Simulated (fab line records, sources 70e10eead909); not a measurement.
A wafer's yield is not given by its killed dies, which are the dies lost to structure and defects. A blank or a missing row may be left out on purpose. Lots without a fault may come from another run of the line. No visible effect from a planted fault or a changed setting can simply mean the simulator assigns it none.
A struck lot beside a sound one + flow nand-harc + 15 out of 1159 route steps
Sound: the wafers L616.3, L616.4, L616.5. The struck wafers were L626.1, L626.2, L626.3. The cause is given at the end.
Each step with rows lists, per side, the tool, then ch with its chambers, then its first start. Under that, the readings that differ: sound wafers + struck wafers + difference of the means + sigmas: that difference in standard deviations of wafers without a fault.
alike: readings with means less than 2 such deviations apart, plus words and numbers identical on both sides. not compared: withheld readings, readings lacking a value on some wafer, bounds such as >300 that could conceal the same value, and numbers that have no deviation in the record and whose values overlap.
A row with sigmas, a row that says differs or no value, or rows on one side alone: a step with any of these is where the two part. Numbers that have no deviation but don't overlap get no sigmas and don't part them. A reading that every wafer of one side lacks parts them only if that side has two wafers or more.

first, 3 steps without rows for these wafers: NHARC_A_SGD_CUT_EXPOSE_06 (exposes mask SGD); NHARC_A_SGD_CUT_PEB_07 (peb time 65 s); NHARC_A_SGD_CUT_DEVELOP_08 (develop time 35 s).
NHARC_A_SGD_CUT_CD_MEAS_09: the cd target is 100 nm.
  sound on cd-sem-03 ch 0, day 14 22:01; struck on cd-sem-02 ch 0, day 17 05:53
  alike: cd-nm
NHARC_A_SGD_CUT_OVL_MEAS_10:
  struck on overlay-01, day 17 05:59; sound on overlay-02, day 14 22:06
| reading           | sound       | struck         | difference | sigmas |
|-------------------|-------------|----------------|------------|--------|
| overlay-x-nm (nm) | 1.8 1.6 2.3 | -0.3 -0.5 -1.0 | -2.5       | -3     |
  alike: overlay-y-nm
NHARC_A_SGD_CUT_INSPECT_11:
  struck on defect-inspect-02, day 17 06:01; sound on defect-inspect-02, day 14 22:08
  alike: raw-defect-count
NHARC_A_SGD_CUT_DESCUM_14: chemistry O2, time 3 s.
  sound on rie-diel-08 ch 0,1, day 14 22:12; struck on rie-diel-05 ch 0,2,3, day 17 06:04
  alike: drypump-motor-current-A, oes-product-au, rf-vpp-V, showerhead-plenum-p-Torr, throttle-valve-pct
  not compared: rf-hours-counter-h
NHARC_A_SGD_CUT_ETCH_58: etches the open film in CF4, target depth 39 nm, time 65 s.
  sound on rie-diel-08 ch 0,1, day 14 22:17; struck on rie-diel-05 ch 0,1,3, day 17 06:10
| reading                     | sound       | struck      | difference | sigmas |
|-----------------------------|-------------|-------------|------------|--------|
| drypump-motor-current-A (A) | 6.2 6.3 6.1 | 4.7 5.2 4.9 | -1.3       | -2     |
  alike: oes-product-au, rf-vpp-V, showerhead-plenum-p-Torr, throttle-valve-pct
  not compared: rf-hours-counter-h
NHARC_A_SGD_CUT_ETCH_59: etches the open film in N2/H2, target depth 260 nm, time 406.25 s.
  sound: rie-diel-08 ch 0,2,3; struck: rie-diel-05 ch 1,2,3
  alike: drypump-motor-current-A, oes-product-au, rf-vpp-V, showerhead-plenum-p-Torr, throttle-valve-pct
  not compared: rf-hours-counter-h
NHARC_A_SGD_CUT_ETCH_15: etches the open film in CH3F/O2, target depth 75 nm, time 64.3 s.
  sound: rie-diel-08 ch 2,3; struck: rie-diel-05 ch 0,1,2
  alike: drypump-motor-current-A, oes-product-au, rf-vpp-V, showerhead-plenum-p-Torr, throttle-valve-pct
  not compared: rf-hours-counter-h
NHARC_A_SGD_CUT_ETCH_16: etches the open film in C4F8/O2/Ar, target depth 310.5 nm, time 155.2 s.
  sound: rie-diel-08 ch 2,3; struck: rie-diel-05 ch 0,1,3
| reading      | sound       | struck      | difference | sigmas |
|--------------|-------------|-------------|------------|--------|
| rf-vpp-V (V) | 730 728 729 | 715 726 717 | -10        | -2     |
  alike: oes-product-au
  not compared: rf-hours-counter-h
then, 1 step without rows for these wafers: NHARC_A_SGD_CUT_STRIP_60 (strips in C4F8/O2/Ar).
NHARC_A_SGD_CUT_STRIP_17: strips in O2.
  sound on rie-diel-08 ch 0,1,2, day 14 23:02; struck on rie-diel-05 ch 0,1,2, day 17 06:51
  no value came back on the struck wafers for any of 7 readings (bias-w (W), chamber-pressure-mTorr (mTorr) and others); on the sound wafers bias-w (W) reads 0 0 0
  not compared: rf-hours-counter-h
then, 1 step without rows for these wafers: NHARC_A_SGD_CUT_PRECLEAN_18 (cleans in SC1).
-- the record jumps here: 6 days lie between the struck wafers' starts before and after (it left off in module A_SGD_CUT and takes up again in module END, whose first step shown is number 1159 of the route) --
NHARC_END_SORT_01:
  here the record holds rows for the struck wafers (prober-01 ch 0, day 22 19:13) but none for the sound ones

## WHERE THEY PART
At NHARC_A_SGD_CUT_OVL_MEAS_10 first; at NHARC_END_SORT_01 last (within this record only).

WHY: what the simulator had put in
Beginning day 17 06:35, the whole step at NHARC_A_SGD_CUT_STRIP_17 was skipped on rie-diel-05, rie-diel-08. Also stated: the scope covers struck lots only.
